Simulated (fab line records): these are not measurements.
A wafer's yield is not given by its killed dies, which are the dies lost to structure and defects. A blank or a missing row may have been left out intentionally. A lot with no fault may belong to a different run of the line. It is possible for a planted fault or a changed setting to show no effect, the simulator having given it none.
Chamber matching -- flow n5_finfet -- N5_BEOL_M0_SAQP_ETCH_101 on rie_diel-05 has 4 sister chambers
The step etches SiNx in CH3F/O2, target depth 29.9 nm, time 42.7 s. 18 wafers are shown with their chamber, then 9 later ones without.

== WAFERS PAIRED WITH THEIR CHAMBERS ==
wafer,chamber,showerhead_plenum_p_Torr (Torr),drypump_motor_current_A (A),throttle_valve_pct (%)
L702.1,3,1.93,5.5,16.49
L702.2,2,1.90,6.4,16.60
L702.3,0,1.98,6.4,16.72
L704.1,0,1.98,6.4,16.72
L704.2,3,1.93,5.5,16.50
L704.4,2,1.90,6.3,16.61
L705.1,2,1.90,6.3,16.63
L705.5,1,2.07,5.0,16.25
L705.6,0,1.98,6.4,16.74
L707.1,2,1.90,6.3,16.63
L707.2,0,1.98,6.5,16.74
L707.3,1,2.07,5.0,16.27
L709.1,0,1.98,6.4,16.75
L709.2,2,1.90,6.3,16.64
L709.6,1,2.07,5.0,16.26
L710.2,0,1.98,6.4,16.75
L710.5,1,2.06,5.0,16.28
L710.6,0,1.98,6.4,16.76

SIGNATURES (averages over the wafers above)
reading,chamber 0,chamber 1,chamber 2,chamber 3,scatter within a chamber
showerhead_plenum_p_Torr,1.9800,2.0675,1.9000,1.9300,0.00231
drypump_motor_current_A,6.414,5.000,6.320,5.500,0.0344
throttle_valve_pct,16.7400,16.2650,16.6220,16.4950,0.0147
Rule: a wafer lies at a distance from a chamber equal to the root of the sum of squares, over the readings, of (its reading less the chamber's mean, divided by the reading's scatter). The wafer belongs to the nearest chamber; if the next one is less than 2 further off, it can't be placed. The scatter: the root of (the sum of the squares of (reading less its chamber's mean) over the shown wafers, divided by (wafers less chambers)).

== WAFERS WHOSE CHAMBER IS MISSING ==
wafer,showerhead_plenum_p_Torr (Torr),drypump_motor_current_A (A),throttle_valve_pct (%)
L721.1,2.06,5.0,16.33
L721.2,1.97,6.4,16.77
L721.4,1.92,5.5,16.55
L724.2,1.89,6.3,16.70
L724.4,1.89,6.3,16.70
L724.6,2.06,5.0,16.33
L725.3,1.89,6.3,16.72
L725.4,2.06,5.0,16.33
L725.5,1.91,5.5,16.57

== WHICH CHAMBER EACH ONE RAN IN ==
wafer,from the rows above,in truth
L721.1,1,1
L721.2,0,0
L721.4,3,3
L724.2,2,2
L724.4,2,2
L724.6,1,1
L725.3,2,2
L725.4,1,1
L725.5,3,3
Correct placement for 9 of the 9. Not placeable from these rows: 0. 0 placed wrongly.
